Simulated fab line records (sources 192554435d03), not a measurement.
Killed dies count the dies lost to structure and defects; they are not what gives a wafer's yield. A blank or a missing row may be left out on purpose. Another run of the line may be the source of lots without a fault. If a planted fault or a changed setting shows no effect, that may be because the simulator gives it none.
A struck lot beside a sound one	flow n5-finfet	29 out of 1938 route steps
Sound: wafers L635.2, L635.5, L635.6. Struck: wafers L630.2, L630.3. The cause is given at the end.
At each step with rows: each side's tool, then ch and its chambers, then its first start. Under that, the readings that differ: sound wafers	struck wafers	difference of the means	sigmas: that difference in standard deviations of wafers without a fault.
alike: readings with means less than 2 such deviations apart, plus words and numbers identical on both sides. not compared: withheld readings, readings lacking a value on some wafer, bounds such as >300 that could conceal the same value, and numbers that have no deviation in the record and whose values overlap.
Wherever a step has rows on one side only, a row that says differs or no value, or a row with sigmas, the two part there. Numbers that have no deviation but don't overlap get no sigmas and don't part them. A reading missing from all wafers of one side parts the sides only when that side holds two or more wafers.

first, 9 steps without rows for these wafers: N5_BEOL_M0_SAQP_EXPOSE_37 (exposes mask M0 CUT1, target cd 30 nm); N5_BEOL_M0_SAQP_PEB_38 (peb time 60 s); N5_BEOL_M0_SAQP_DEVELOP_39 (develop time 30 s); N5_BEOL_M0_SAQP_DESCUM_45 (chemistry O2, time 7 s); N5_BEOL_M0_SAQP_ETCH_88 (etches underlayer in N2/H2, target depth 6.5 nm, time 5.2 s); N5_BEOL_M0_SAQP_ETCH_73 (etches SiARC in CF4, target depth 19.5 nm, time 32.5 s); N5_BEOL_M0_SAQP_CUT_ETCH_46 (etches SOC in N2/H2, target depth 135 nm, overetch 27 nm, time 202.5 s); N5_BEOL_M0_SAQP_STRIP_74 (strips in N2/H2); N5_BEOL_M0_SAQP_STRIP_89 (strips in N2/H2).
N5_BEOL_M0_SAQP_ALD_48: deposits SiO2, target thk 20 nm, pulse time 1 s, co reactant pulse time 1 s.
  sound on ald-sin-04 ch 0,3, day 10 02:16; struck on ald-sin-03 ch 2,3, day 8 22:28
reading	sound	struck	difference	sigmas
ald-cycles	139 139 139	251 251	+112	
model.SiO2_of_BEOL_M0_SAQP_ALD_48.thk-nm (nm)	20 20 20	36 36	+16	
  alike: chamber-pressure-Torr, heater-power-w, precursor-pulse-height-rel
then, 15 steps without rows for these wafers: N5_BEOL_M0_SAQP_ETCH_49 (etches SiO2 in CF4/O2, target depth 37 nm); N5_BEOL_M0_SAQP_STRIP_75 (strips in CF4); N5_BEOL_M0_CUTY_COAT_50 (time 60 s, resist thk 15 nm); N5_BEOL_M0_CUTY_COAT_51 (resist thk 150 nm); N5_BEOL_M0_CUTY_EBR_52; N5_BEOL_M0_CUTY_SOFTBAKE_53 (time 60 s); N5_BEOL_M0_CUTY_EXPOSE_54 (exposes mask M0 ABLK); N5_BEOL_M0_CUTY_PEB_55 (peb time 60 s); N5_BEOL_M0_CUTY_DEVELOP_56 (develop time 30 s); N5_BEOL_M0_CUTY_DESCUM_61 (chemistry O2, time 7.9 s); N5_BEOL_M0_CUTY_ETCH_62 (etches SiARC in CF4, time 58.5 s); N5_BEOL_M0_CUTY_ETCH_63 (etches SOC in N2/H2, target depth 82.7 nm, overetch 16.5 nm, time 124 s); N5_BEOL_M0_CUTY_STRIP_64 (strips in N2/H2); N5_BEOL_M0_ETCH_138 (etches SiCN in CH3F/O2, target depth 12 nm, time 31.6 s); N5_BEOL_M0_HM_OPEN_105 (chemistry Cl2/BCl3, target TiN, target depth 12 nm).
N5_BEOL_M0_STRIP_140: strips in CF4.
  sound on rie-diel-05 ch 1,3, day 10 05:20; struck on rie-diel-02 ch 0,1, day 9 00:20
reading	sound	struck	difference	sigmas
model.SiO2_of_BEOL_M0_SAQP_ALD_48.thk-nm (nm)	11.2 11.4 11.2	20.4 21	+9.4	
  alike: drypump-motor-current-A, oes-product-au, power-w, rf-vpp-V, showerhead-plenum-p-Torr, throttle-valve-pct
  not compared: rf-hours-counter-h
then, 1 step without rows for these wafers: N5_BEOL_M0_STRIP_104 (strips in N2/H2).
-- record jumps: 2 days separate the struck wafers' starts on either side; left off in module BEOL_M0, taken up again in module BEOL_M4, whose first shown step is the route's number 1111 --
N5_BEOL_M4_RC_MEAS_101:
  sound on prober-02 ch 0, day 12 07:05; struck on prober-01 ch 0, day 11 01:01
  alike: DIBL_N, DIBL_P, IOFF_N, IOFF_P, ION_N, ION_P, SS_N, SS_P, VT_N, VT_P
next, for these wafers, 1 step has no rows: N5_PASSIVATION_PROBE_49.

## WHERE THEY PART
Nowhere in this record.

WHY: what had been put in by the simulator
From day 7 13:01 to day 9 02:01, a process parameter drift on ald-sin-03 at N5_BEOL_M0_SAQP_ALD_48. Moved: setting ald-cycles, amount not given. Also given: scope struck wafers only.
